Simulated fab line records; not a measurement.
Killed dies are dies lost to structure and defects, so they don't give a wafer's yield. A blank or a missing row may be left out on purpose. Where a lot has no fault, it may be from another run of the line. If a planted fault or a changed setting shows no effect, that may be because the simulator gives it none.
fab line records / flow n5_finfet
record lots=3 wafers=8 last_day=17
route steps=1938 shown BEOL_M0_SAQP@652 BEOL_M4@1111 PASSIVATION@1936
lots that met no fault: taken from a fault-free run of the same line
start_h: the number of hours between the record's first day and the start of the first shown wafer of the lot / wait_h: hours elapsed since this lot's preceding step / " same as the row above / L1.1+2: one row covering several wafers at once / - no value, or no start given / * or withheld: withheld / < > ~ a bound
route shown NAME@n: NAME is a module with steps in the file, n the number in the route of the first one / usual: mean and standard deviation over wafers with no fault / same: alike in all rows / chamber/n: place in a boat / sites: each site's reading / _std_site: standard deviation of those values / _edge_site: inner sites' mean taken away from outer sites' mean / radius_mm: how far each site lies from the wafer's centre / mask NAME#n: copy n / behind: the most recent tool/chamber to have shaped the wafer / hold: why the lot went on hold/how many hours it stayed there/how the hold came to an end / device: names the non-switching transistor (n, p or np) / end of line: the tests these same wafers got at the end of their route / a step with no rows: only its recipe / killed: the dies lost at the first sort to structure and to defects; this is not the yield of the wafer / map: a wafer's dies, marking killed ones x, the rest . and places with no die _
set.NAME: the setting as run; set.NAME@STEP: as run at that earlier step / model.NAME: the simulator's own value behind a step, which no gauge read
a table for each step, a row for each wafer; lots at some steps of the route
services: when a tool's chamber went out of use (start_h, in hours from the record's first day, below 0 if earlier), for how many hours, and the reason
## steps
# step N5_BEOL_M0_SAQP_DESCUM_19
# recipe chemistry=O2 time_s=7.9 source_power_w=50 bias_power_w=20 pressure_mtorr=20 rf_frequency_hz=2.712e+07 temp_c=40 resist=CAR-ArF o2_flow_sccm=225
# step N5_BEOL_M0_SAQP_ETCH_83
# recipe chemistry=CF4 target=SiARC target_depth_a=390 mask_material=CAR-ArF time_s=65 ion_energy_ev=80 pressure_mtorr=40 source_w=545 bias_w=36 Ar_flow_sccm=100 cf4_flow_sccm=100 ends=cleared
# step N5_BEOL_M0_SAQP_ETCH_84
# recipe chemistry=N2/H2 target=SOC target_depth_a=1000 overetch_a=200 mask_material=SiARC temp_c=40 time_s=150 ion_energy_ev=200 pressure_mtorr=30 source_w=840 bias_w=150 n2_flow_sccm=200 h2_flow_sccm=200
# step N5_BEOL_M0_SAQP_STRIP_80
# recipe chemistry=N2/H2 temp_c=40 n2_flow_sccm=200 h2_flow_sccm=200 rf_frequency_hz=6e+07
# step N5_BEOL_M0_SAQP_HM_OPEN_112
# recipe chemistry=CHF3/O2 target=SiO2 stop_on=a-Si target_depth_a=120 over_etch_frac=1.25 mask_material=SOC time_s=13.5 pressure_mtorr=30 source_w=650 bias_w=170 Ar_flow_sccm=200 CHF3_flow_sccm=50 O2_flow_sccm=5 ion_energy_ev=200 ends=end_point
# step N5_BEOL_M0_SAQP_STRIP_113
# recipe chemistry=CHF3/O2 resist=SiARC rf_frequency_hz=6e+07
# step N5_BEOL_M0_SAQP_MANDREL_ETCH_20
# recipe target_depth_a=600 chemistry=HBr/Cl2 target=a-Si stop_on=SiNx bt_time_s=10 mask_material=SOC over_etch_frac=0.5 time_s=30 pressure_mtorr=10 icp_w=800 bias_w=75 HBr_flow_sccm=150 Cl2_flow_sccm=80 ends=end_point
# step N5_BEOL_M0_SAQP_STRIP_86
# recipe chemistry=N2/H2 power_w=500 temp_c=40 pressure_mtorr=50 rf_frequency_hz=6e+07 overash_fraction=0.3 bias_power_w=28 h2_frac=0.5 n2_flow_sccm=300 h2_flow_sccm=300
# step N5_BEOL_M0_SAQP_STRIP_115
# recipe chemistry=post_etch_residue_remover time_s=60 temp_c=25 remover_ph=withheld remover_water_wt_pct=withheld remover_fluoride_wt_pct=withheld
# step N5_BEOL_M0_SAQP_SRD_93
# recipe dry=ipa_marangoni time_s=30 temp_c=23 rinse_liquid=diw
# step N5_BEOL_M0_SAQP_RECESS_114
# recipe chemistry=HF/NH3 target=SiO2 target_depth_a=144 afs_cycles=3 temp_c=30 sublimation_temp_c=180 sublimation_time_s=60
# step N5_BEOL_M0_SAQP_SPACER1_ALD_98
# recipe material=SiO2 target_thk_a=128 temp_c=300 ald_precursor_family=BDEAS ald_co_reactant=O2-plasma pulse_time_s=1 purge_time_s=2 co_reactant_purge_time_s=2 ald_cycles=138 pressure_torr=2
# usual ald_cycles=138/0 heater_power_w=499/48 precursor_pulse_height_rel=1.001/0.021
lot.wafer=L524.3 tool=ald_sin-01 chamber=2 start_h=173.28 wait_h=0.1 ald_cycles=138 heater_power_w=416 precursor_pulse_height_rel=0.978 model.SiO2_of_BEOL_M0_SAQP_SPACER1_ALD_98.thk_nm=12.8
lot.wafer=L524.4 tool=ald_sin-01 chamber=1 start_h=173.28 wait_h=0.1 ald_cycles=138 heater_power_w=519 precursor_pulse_height_rel=0.978 model.SiO2_of_BEOL_M0_SAQP_SPACER1_ALD_98.thk_nm=12.8
lot.wafer=L524.5 tool=ald_sin-01 chamber=1 start_h=173.28 wait_h=0.1 ald_cycles=138 heater_power_w=519 precursor_pulse_height_rel=1.003 model.SiO2_of_BEOL_M0_SAQP_SPACER1_ALD_98.thk_nm=12.8
lot.wafer=L530.2 tool=ald_sin-01 chamber=0 start_h=204.64 wait_h=1.2 ald_cycles=78 heater_power_w=448 precursor_pulse_height_rel=0.995 model.SiO2_of_BEOL_M0_SAQP_SPACER1_ALD_98.thk_nm=7.2
lot.wafer=L530.6 tool=ald_sin-01 chamber=2 start_h=204.64 wait_h=1.2 ald_cycles=138 heater_power_w=403 precursor_pulse_height_rel=0.988 model.SiO2_of_BEOL_M0_SAQP_SPACER1_ALD_98.thk_nm=12.8
lot.wafer=L531.1 tool=ald_sin-04 chamber=3 start_h=214.55 wait_h=0.4 ald_cycles=138 heater_power_w=510 precursor_pulse_height_rel=0.982 model.SiO2_of_BEOL_M0_SAQP_SPACER1_ALD_98.thk_nm=12.8
lot.wafer=L531.2 tool=ald_sin-04 chamber=0 start_h=214.55 wait_h=0.4 ald_cycles=138 heater_power_w=544 precursor_pulse_height_rel=0.981 model.SiO2_of_BEOL_M0_SAQP_SPACER1_ALD_98.thk_nm=12.8
lot.wafer=L531.4 tool=ald_sin-04 chamber=1 start_h=214.55 wait_h=0.4 ald_cycles=138 heater_power_w=469 precursor_pulse_height_rel=1.013 model.SiO2_of_BEOL_M0_SAQP_SPACER1_ALD_98.thk_nm=13
# step N5_BEOL_M0_SAQP_SPACER1_ETCHBACK_99
# recipe chemistry=CHF3/O2 mode=anisotropic_etchback target=SiO2 target_depth_a=154 time_s=7.7 pressure_mtorr=30 source_w=650 bias_w=170 Ar_flow_sccm=200 CHF3_flow_sccm=50 O2_flow_sccm=5 ion_energy_ev=200
# step N5_BEOL_M0_SAQP_MANDREL1_REMOVE_100
# recipe chemistry=HBr/Cl2/O2 bt_time_s=10 target=a-Si stop_on=SiNx endpoint=OES-SiCl over_etch_frac=0.85 icp_w=600 bias_w=30 HBr_flow_sccm=150 Cl2_flow_sccm=80 O2_flow_sccm=5 pressure_mtorr=10
# usual drypump_motor_current_A=5.7/0.43 oes_product_au=1.003/0.01 throttle_valve_pct=36.72/0.29
lot.wafer=L524.3 tool=rie_si-03 chamber=0 start_h=173.89 wait_h=0.1 drypump_motor_current_A=5.8 oes_product_au=1.002 rf_hours_counter_h=3 throttle_valve_pct=36.90 model.BEOL_M0_SAQP.cd_nm=13 model.SiO2_of_BEOL_M0_SAQP_SPACER1_ALD_98.thk_nm=7.4
lot.wafer=L524.4 tool=rie_si-03 chamber=3 start_h=173.89 wait_h=0.1 drypump_motor_current_A=6.2 oes_product_au=1.012 rf_hours_counter_h=70 throttle_valve_pct=36.62 model.BEOL_M0_SAQP.cd_nm=12.8 model.SiO2_of_BEOL_M0_SAQP_SPACER1_ALD_98.thk_nm=7.4
lot.wafer=L524.5 tool=rie_si-03 chamber=2 start_h=173.89 wait_h=0.1 drypump_motor_current_A=5.9 oes_product_au=0.989 rf_hours_counter_h=- throttle_valve_pct=36.93 model.BEOL_M0_SAQP.cd_nm=13 model.SiO2_of_BEOL_M0_SAQP_SPACER1_ALD_98.thk_nm=7.4
lot.wafer=L530.2 tool=rie_si-02 chamber=1 start_h=205.20 wait_h=0.1 drypump_motor_current_A=5.5 oes_product_au=1.012 rf_hours_counter_h=8 throttle_valve_pct=36.54 model.BEOL_M0_SAQP.cd_nm=7.2 model.SiO2_of_BEOL_M0_SAQP_SPACER1_ALD_98.thk_nm=3.4
lot.wafer=L530.6 tool=rie_si-02 chamber=1 start_h=205.20 wait_h=0.1 drypump_motor_current_A=5.5 oes_product_au=1.005 rf_hours_counter_h=- throttle_valve_pct=36.55 model.BEOL_M0_SAQP.cd_nm=12.6 model.SiO2_of_BEOL_M0_SAQP_SPACER1_ALD_98.thk_nm=7.4
lot.wafer=L531.1 tool=rie_si-03 chamber=1 start_h=215.31 wait_h=0.1 drypump_motor_current_A=5.5 oes_product_au=1.008 rf_hours_counter_h=163 throttle_valve_pct=37.15 model.BEOL_M0_SAQP.cd_nm=12.8 model.SiO2_of_BEOL_M0_SAQP_SPACER1_ALD_98.thk_nm=7.4
lot.wafer=L531.2 tool=rie_si-03 chamber=0 start_h=215.31 wait_h=0.1 drypump_motor_current_A=5.8 oes_product_au=0.988 rf_hours_counter_h=4 throttle_valve_pct=36.91 model.BEOL_M0_SAQP.cd_nm=12.8 model.SiO2_of_BEOL_M0_SAQP_SPACER1_ALD_98.thk_nm=7.4
lot.wafer=L531.4 tool=rie_si-03 chamber=2 start_h=215.31 wait_h=0.1 drypump_motor_current_A=5.9 oes_product_au=0.993 rf_hours_counter_h=185 throttle_valve_pct=36.94 model.BEOL_M0_SAQP.cd_nm=13 model.SiO2_of_BEOL_M0_SAQP_SPACER1_ALD_98.thk_nm=7.6
# step N5_BEOL_M0_SAQP_CD_MEAS_25
# recipe target_cd_nm=13.1 landing_energy_ev=1000 detector=se_inlens
# usual cd_nm=12.79/0.24
lot.wafer=L524.3 tool=cd_sem-02 chamber=0 start_h=174.00 wait_h=0.1 cd_nm=12.85
lot.wafer=L524.4 tool=cd_sem-02 chamber=0 start_h=174.00 wait_h=0.1 cd_nm=12.98
lot.wafer=L524.5 tool=cd_sem-02 chamber=0 start_h=174.00 wait_h=0.1 cd_nm=13.33
lot.wafer=L530.2 tool=cd_sem-03 chamber=0 start_h=205.31 wait_h=0.1 cd_nm=7.22
lot.wafer=L530.6 tool=cd_sem-03 chamber=0 start_h=205.31 wait_h=0.1 cd_nm=12.90
lot.wafer=L531.1 tool=cd_sem-01 chamber=0 start_h=215.42 wait_h=0.1 cd_nm=12.91
lot.wafer=L531.2 tool=cd_sem-01 chamber=0 start_h=215.42 wait_h=0.1 cd_nm=12.86
lot.wafer=L531.4 tool=cd_sem-01 chamber=0 start_h=215.42 wait_h=0.1 cd_nm=13.04
# step N5_BEOL_M0_SAQP_ETCH_101
# recipe chemistry=CH3F/O2 target=SiNx mask_material=SiO2 target_depth_a=299 time_s=42.7 pressure_mtorr=30 source_w=395 bias_w=73 Ar_flow_sccm=150 CH3F_flow_sccm=30 O2_flow_sccm=20 ion_energy_ev=120
# step N5_BEOL_M0_SAQP_ETCH_102
# recipe chemistry=CF4 target=SiO2 target_depth_a=40 ion_energy_ev=350 time_s=4.4 pressure_mtorr=10 icp_w=800 bias_w=400 cf4_flow_sccm=80
# step N5_BEOL_M0_SAQP_MANDREL_ETCH_103
# recipe chemistry=HBr/Cl2 target=a-Si target_depth_a=450 bt_time_s=10 stop_on=SiCN mask_material=SiO2 over_etch_frac=0.8 time_s=27 pressure_mtorr=10 icp_w=800 bias_w=75 HBr_flow_sccm=150 Cl2_flow_sccm=80 ends=end_point
# step N5_BEOL_M0_SAQP_RECESS_104
# recipe chemistry=HF/NH3 target=SiO2 target_depth_a=180 afs_cycles=3 temp_c=30 sublimation_temp_c=180 sublimation_time_s=60
# step N5_BEOL_M0_SAQP_COAT_105
# recipe resist=SOC temp_c=250 time_s=60 spin_rpm=1500 resist_thk_nm=100
# step N5_BEOL_M0_SAQP_ETCH_106
# recipe chemistry=N2/H2 target=SOC target_depth_a=1500 stop_on=SiNx ion_energy_ev=100 bias_w=61 pressure_mtorr=30 source_w=850 n2_flow_sccm=200 h2_flow_sccm=200
# step N5_BEOL_M0_SAQP_ETCH_107
# recipe chemistry=CH3F/O2 target=SiNx target_depth_a=300 mask_material=SOC pressure_mtorr=30 source_w=395 bias_w=73 Ar_flow_sccm=150 CH3F_flow_sccm=30 O2_flow_sccm=20 ion_energy_ev=120
# step N5_BEOL_M0_SAQP_STRIP_108
# recipe chemistry=N2/H2 power_w=500 temp_c=40 pressure_mtorr=50 rf_frequency_hz=6e+07 overash_fraction=0.3 bias_power_w=28 h2_frac=0.5 n2_flow_sccm=300 h2_flow_sccm=300
# step N5_BEOL_M0_SAQP_RECESS_109
# recipe chemistry=HF/NH3 target=SiO2 target_depth_a=30 afs_cycles=1 temp_c=30 sublimation_temp_c=180 sublimation_time_s=60
# step N5_BEOL_M0_SAQP_SPACER2_ALD_26
# recipe material=SiO2 target_thk_a=150 temp_c=300 ald_precursor_family=BDEAS ald_co_reactant=O2-plasma pulse_time_s=1 purge_time_s=2 co_reactant_purge_time_s=2 pressure_torr=2
# step N5_BEOL_M0_SAQP_SPACER2_ETCHBACK_27
# recipe chemistry=CHF3/O2 mode=anisotropic_etchback target=SiO2 target_depth_a=225 time_s=11.25 pressure_mtorr=30 source_w=650 bias_w=170 Ar_flow_sccm=200 CHF3_flow_sccm=50 O2_flow_sccm=5 ion_energy_ev=200
# step N5_BEOL_M0_SAQP_MANDREL2_REMOVE_110
# recipe chemistry=HBr/Cl2/O2 bt_time_s=10 target=a-Si stop_on=SiCN endpoint=OES-SiCl over_etch_frac=1 icp_w=600 bias_w=30 HBr_flow_sccm=150 Cl2_flow_sccm=80 O2_flow_sccm=5 pressure_mtorr=10
# step N5_BEOL_M0_SAQP_COAT_69
# recipe resist=SOC temp_c=250 time_s=60 spin_rpm=1500 resist_thk_nm=90
# step N5_BEOL_M0_SAQP_COAT_72
# recipe resist=SiARC temp_c=220 time_s=60 spin_rpm=1500 resist_thk_nm=15
# step N5_BEOL_M0_SAQP_COAT_87
# recipe resist=underlayer temp_c=205 time_s=60 spin_rpm=1500 resist_thk_nm=5
# step N5_BEOL_M0_SAQP_COAT_34
# recipe resist=CAR-EUV spin_rpm=1500 resist_thk_nm=30
# step N5_BEOL_M0_SAQP_EBR_36
# recipe solvent=PGMEA ebr_width_mm=1.5
# step N5_BEOL_M0_SAQP_SOFTBAKE_35
# recipe temp_c=110 time_s=60 resist=CAR-EUV
# step N5_BEOL_M0_SAQP_EXPOSE_37
# recipe mask_id=M0_CUT1 na=0.33 source_shape=annular sigma_inner=0.35 sigma_outer=0.8 polarization=unpolarized target_cd_nm=30 dose_mj=44.75
# step N5_BEOL_M0_SAQP_PEB_38
# recipe peb_temp_c=100 peb_time_s=60 resist=CAR-EUV
# step N5_BEOL_M0_SAQP_DEVELOP_39
# recipe develop_time_s=30 developer=TMAH resist=CAR-EUV rinse_liquid=surfactant_rinse dry=air_spin dev_temp_c=23
# step N5_BEOL_M0_SAQP_DESCUM_45
# recipe chemistry=O2 time_s=7 source_power_w=50 bias_power_w=20 pressure_mtorr=20 rf_frequency_hz=2.712e+07 temp_c=40 resist=CAR-EUV o2_flow_sccm=225
# step N5_BEOL_M4_RC_MEAS_101
# usual DIBL_N=37.1/1.8 DIBL_P=37.2/2.1 IOFF_N=0.17/0.033 IOFF_P=0.22/0.037 ION_N=680/11 ION_P=464/7.7 SS_N=71.7/0.63 SS_P=73.6/0.67 VT_N=248.9/2.9 VT_P=-251/3.6
lot.wafer=L524.3 tool=prober-02 chamber=0 start_h=236.02 wait_h=0.3 DIBL_N[mV/V]=33.3 DIBL_P[mV/V]=34.6 IOFF_N[nA/um]=0.12 IOFF_P[nA/um]=0.16 ION_N[uA/um]=645 ION_P[uA/um]=453 SS_N[mV/dec]=70.2 SS_P[mV/dec]=73.7 VT_N[mV]=255.6 VT_P[mV]=-255
lot.wafer=L524.4 tool=prober-02 chamber=0 start_h=236.02 wait_h=0.3 DIBL_N[mV/V]=36.3 DIBL_P[mV/V]=39.1 IOFF_N[nA/um]=0.17 IOFF_P[nA/um]=0.22 ION_N[uA/um]=668 ION_P[uA/um]=457 SS_N[mV/dec]=71.8 SS_P[mV/dec]=73.7 VT_N[mV]=250.3 VT_P[mV]=-252
lot.wafer=L524.5 tool=prober-02 chamber=0 start_h=236.02 wait_h=0.3 DIBL_N[mV/V]=37.1 DIBL_P[mV/V]=40.1 IOFF_N[nA/um]=0.19 IOFF_P[nA/um]=0.24 ION_N[uA/um]=683 ION_P[uA/um]=464 SS_N[mV/dec]=72.5 SS_P[mV/dec]=75.0 VT_N[mV]=247.8 VT_P[mV]=-254
lot.wafer=L530.6 tool=prober-01 chamber=0 start_h=282.21 wait_h=0.8 DIBL_N[mV/V]=37.2 DIBL_P[mV/V]=36.4 IOFF_N[nA/um]=0.17 IOFF_P[nA/um]=0.18 ION_N[uA/um]=684 ION_P[uA/um]=463 SS_N[mV/dec]=71.0 SS_P[mV/dec]=73.1 VT_N[mV]=248.9 VT_P[mV]=-253
lot.wafer=L531.1 tool=prober-01 chamber=0 start_h=285.70 wait_h=0.0 DIBL_N[mV/V]=39.7 DIBL_P[mV/V]=38.9 IOFF_N[nA/um]=0.21 IOFF_P[nA/um]=0.24 ION_N[uA/um]=684 ION_P[uA/um]=457 SS_N[mV/dec]=72.8 SS_P[mV/dec]=74.4 VT_N[mV]=250.0 VT_P[mV]=-250
lot.wafer=L531.2 tool=prober-01 chamber=0 start_h=285.70 wait_h=0.0 DIBL_N[mV/V]=34.7 DIBL_P[mV/V]=34.4 IOFF_N[nA/um]=0.12 IOFF_P[nA/um]=0.18 ION_N[uA/um]=661 ION_P[uA/um]=459 SS_N[mV/dec]=70.8 SS_P[mV/dec]=72.4 VT_N[mV]=250.6 VT_P[mV]=-252
lot.wafer=L531.4 tool=prober-01 chamber=0 start_h=285.70 wait_h=0.0 DIBL_N[mV/V]=36.2 DIBL_P[mV/V]=35.0 IOFF_N[nA/um]=0.14 IOFF_P[nA/um]=0.19 ION_N[uA/um]=683 ION_P[uA/um]=474 SS_N[mV/dec]=70.9 SS_P[mV/dec]=72.2 VT_N[mV]=253.6 VT_P[mV]=-255
# step N5_PASSIVATION_PROBE_49
# usual defect_limited_yield=91.7/1.5 killed_at_M0_to_M3=32/10 killed_at_M4_up=14/5.3 killed_at_contacts=13/5.7 killed_at_front_end=37/10 killed_at_other=3.3/2.5 killed_dies=98/18 killed_on_rim=13/3.6 killed_open=65/13 killed_short=31/7.5 sort_bin_5_function=4.9/0.91 sort_bin_6_memory=3.1/0.71 sort_bin_8_speed=0.00/0.017 sort_n_pass=1082/18
# same gross_dies=1180 killed_at_back_side=0 sort_bin_4_leakage[%]=0
lot.wafer=L530.2 tool=prober-01 chamber=- start_h=397.55 wait_h=0.1 defect_limited_yield[%]=0 killed_at_M0_to_M3=1116 killed_at_M4_up=14 killed_at_contacts=16 killed_at_front_end=33 killed_at_other=1 killed_dies=1180 killed_on_rim=152 killed_open=70 killed_short=30 sort_bin_5_function[%]=96.2 sort_bin_6_memory[%]=3.6 sort_bin_8_speed[%]=0 sort_n_pass=0
lot.wafer=L530.6 tool=prober-01 chamber=- start_h=397.75 wait_h=0.3 defect_limited_yield[%]=91.8 killed_at_M0_to_M3=33 killed_at_M4_up=15 killed_at_contacts=12 killed_at_front_end=37 killed_at_other=0 killed_dies=97 killed_on_rim=13 killed_open=61 killed_short=34 sort_bin_5_function[%]=4.8 sort_bin_6_memory[%]=3.2 sort_bin_8_speed[%]=0 sort_n_pass=1083
# killed by level:class
L530.2 BEOL_M0_SAQP:area_ald=1077 MOL_CONTACT_COAG:geometric_particle:open=11 STI_FIN_REVEAL:geometric_particle:open=10 BEOL_M0_SAQP:geometric_particle:short=10 FIN_SAQP:geometric_particle:open=9 BEOL_M0_SAQP:geometric_particle:open=9 BEOL_M2:geometric_particle:open=6 BEOL_M3:geometric_particle:open=6
L530.6 FIN_SAQP:geometric_particle:open=10 BEOL_M2:geometric_particle:open=10 MOL_CONTACT_COAG:geometric_particle:open=8 BEOL_M0_SAQP:geometric_particle:open=7 BEOL_M3:geometric_particle:open=6 FIN_SAQP:geometric_particle:short=5 STARTING-WAFER:geometric_particle:short=5 MOL_CONTACT_COAG:geometric_particle:short=4
# map L530.2 (x killed, . not)
_________________xxxxxxxxxxxx________________
______________xxxxxxxxxxxxxxxxxx_____________
___________xxxxxxxxxxxxxxxxxxxxxxxx__________
__________xxxxxxxxxxxxxxxxxxxxxxxxxx_________
________xxxxxxxxxxxxxxxxxxxxxxxxxxxxxx_______
_______xxxxxxxxxxxxxxxxxxxxxxxxxxxxxxxx______
______xxxxxxxxxxxxxxxxxxxxxxxxxxxxxxxxxx_____
_____xxxxxxxxxxxxxxxxxxxxxxxxxxxxxxxxxxxx____
____xxxxxxxxxxxxxxxxxxxxxxxxxxxxxxxxxxxxxx___
___xxxxxxxxxxxxxxxxxxxxxxxxxxxxxxxxxxxxxxxx__
___xxxxxxxxxxxxxxxxxxxxxxxxxxxxxxxxxxxxxxxx__
__xxxxxxxxxxxxxxxxxxxxxxxxxxxxxxxxxxxxxxxxxx_
__xxxxxxxxxxxxxxxxxxxxxxxxxxxxxxxxxxxxxxxxxx_
_xxxxxxxxxxxxxxxxxxxxxxxxxxxxxxxxxxxxxxxxxxxx
_xxxxxxxxxxxxxxxxxxxxxxxxxxxxxxxxxxxxxxxxxxxx
_xxxxxxxxxxxxxxxxxxxxxxxxxxxxxxxxxxxxxxxxxxxx
_xxxxxxxxxxxxxxxxxxxxxxxxxxxxxxxxxxxxxxxxxxxx
_xxxxxxxxxxxxxxxxxxxxxxxxxxxxxxxxxxxxxxxxxxxx
_xxxxxxxxxxxxxxxxxxxxxxxxxxxxxxxxxxxxxxxxxxxx
_xxxxxxxxxxxxxxxxxxxxxxxxxxxxxxxxxxxxxxxxxxxx
_xxxxxxxxxxxxxxxxxxxxxxxxxxxxxxxxxxxxxxxxxxxx
__xxxxxxxxxxxxxxxxxxxxxxxxxxxxxxxxxxxxxxxxxx_
__xxxxxxxxxxxxxxxxxxxxxxxxxxxxxxxxxxxxxxxxxx_
___xxxxxxxxxxxxxxxxxxxxxxxxxxxxxxxxxxxxxxxx__
___xxxxxxxxxxxxxxxxxxxxxxxxxxxxxxxxxxxxxxxx__
____xxxxxxxxxxxxxxxxxxxxxxxxxxxxxxxxxxxxxx___
_____xxxxxxxxxxxxxxxxxxxxxxxxxxxxxxxxxxxx____
______xxxxxxxxxxxxxxxxxxxxxxxxxxxxxxxxxx_____
_______xxxxxxxxxxxxxxxxxxxxxxxxxxxxxxxx______
________xxxxxxxxxxxxxxxxxxxxxxxxxxxxxx_______
__________xxxxxxxxxxxxxxxxxxxxxxxxxx_________
___________xxxxxxxxxxxxxxxxxxxxxxxx__________
______________xxxxxxxxxxxxxxxxxx_____________
_________________xxxxxxxxxxxx________________
# map L524.3 (x killed, . not)
_________________............________________
______________...............x.._____________
___________..x.....................__________
__________.....x..............x....x_________
________...x............x............._______
_______............x.....x....x...x....______
______xx.............x.......x.........._____
_____..............x......x..............____
____..x...x..x.............x.x............___
___.x....x........x..x..x............x.....__
___.....x.............x....................__
__..x.........x....................x......x._
__x...........................x............._
_.............x...........x.xx...............
_...............x.........................xx.
_x...x.x...x..................x....x.x.x.....
_.............x.....x................x....x..
_.x..........x.........xxx...........x..x....
_..x..x...x......................xxx......x..
_..xx.x.......xx.....x..............x..x.....
_......................x..............xx...x.
__..x...x..................x................_
__....x....x....x..x................x......._
___...................................x.x..__
___.....................x......xx.....x....__
____........................x..x.......x..___
_____....x...................x......xx...____
______...x.............................._____
_______.x..x.....x..xx.................______
________....x..............x..xx......_______
__________.x.x......................_________
___________.............xx......xxx__________
______________.x........x......._____________
_________________.......x...x________________
## services
tool=rie_si-02 chamber=0 start_h=175.06 hours=1.9 kind=repair
tool=ald_sin-01 chamber=- start_h=178.19 hours=14.0 kind=pm
tool=ald_sin-01 chamber=0 start_h=178.19 hours=14.0 kind=vent_cycle
tool=ald_sin-01 chamber=1 start_h=178.19 hours=14.0 kind=vent_cycle
tool=ald_sin-01 chamber=2 start_h=178.19 hours=14.0 kind=vent_cycle
tool=ald_sin-01 chamber=3 start_h=178.19 hours=14.0 kind=vent_cycle
tool=ald_sin-01 chamber=0 start_h=192.19 hours=- kind=clean
tool=ald_sin-01 chamber=1 start_h=192.19 hours=- kind=clean
tool=ald_sin-01 chamber=2 start_h=192.19 hours=- kind=clean
tool=ald_sin-01 chamber=3 start_h=192.19 hours=- kind=clean
tool=rie_si-02 chamber=- start_h=194.53 hours=0.6 kind=repair
## key
first_sign step=N5_BEOL_M0_SAQP_SPACER1_ALD_98 reading=ald_cycles direction=down sigmas=99+ usual=* struck=*
effect step=N5_BEOL_M0_SAQP_CD_MEAS_25 reading=cd_nm direction=down sigmas=24 usual=12.79 struck=7.22
effect step=N5_PASSIVATION_PROBE_49 reading=killed_at_M0_to_M3 direction=up sigmas=99+ usual=32 struck=1116
model_effect step=N5_BEOL_M0_SAQP_SPACER1_ALD_98 value=SiO2_of_BEOL_M0_SAQP_SPACER1_ALD_98.thk_nm without=12.8 struck=7.2
model_effect step=N5_BEOL_M0_SAQP_MANDREL1_REMOVE_100 value=BEOL_M0_SAQP.cd_nm without=12.8 struck=7.2
more_kills_born_at N5_BEOL_M0_SAQP_SPACER1_ALD_98@ald_sin-01=1077
met_at N5_BEOL_M0_SAQP_SPACER1_ALD_98
struck_wafers L530.2
later_rows_left_out L530.2
fault kind=process_parameter_drift tool=ald_sin-01 chamber=0 onset_h=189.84 steps=N5_BEOL_M0_SAQP_SPACER1_ALD_98 channel=ald_cycles offset=* shape=step acts_in=* stated=*
# later_rows_left_out: the simulator's readings of these wafers behind a module that went badly wrong aren't trusted and aren't shown, but for the sort
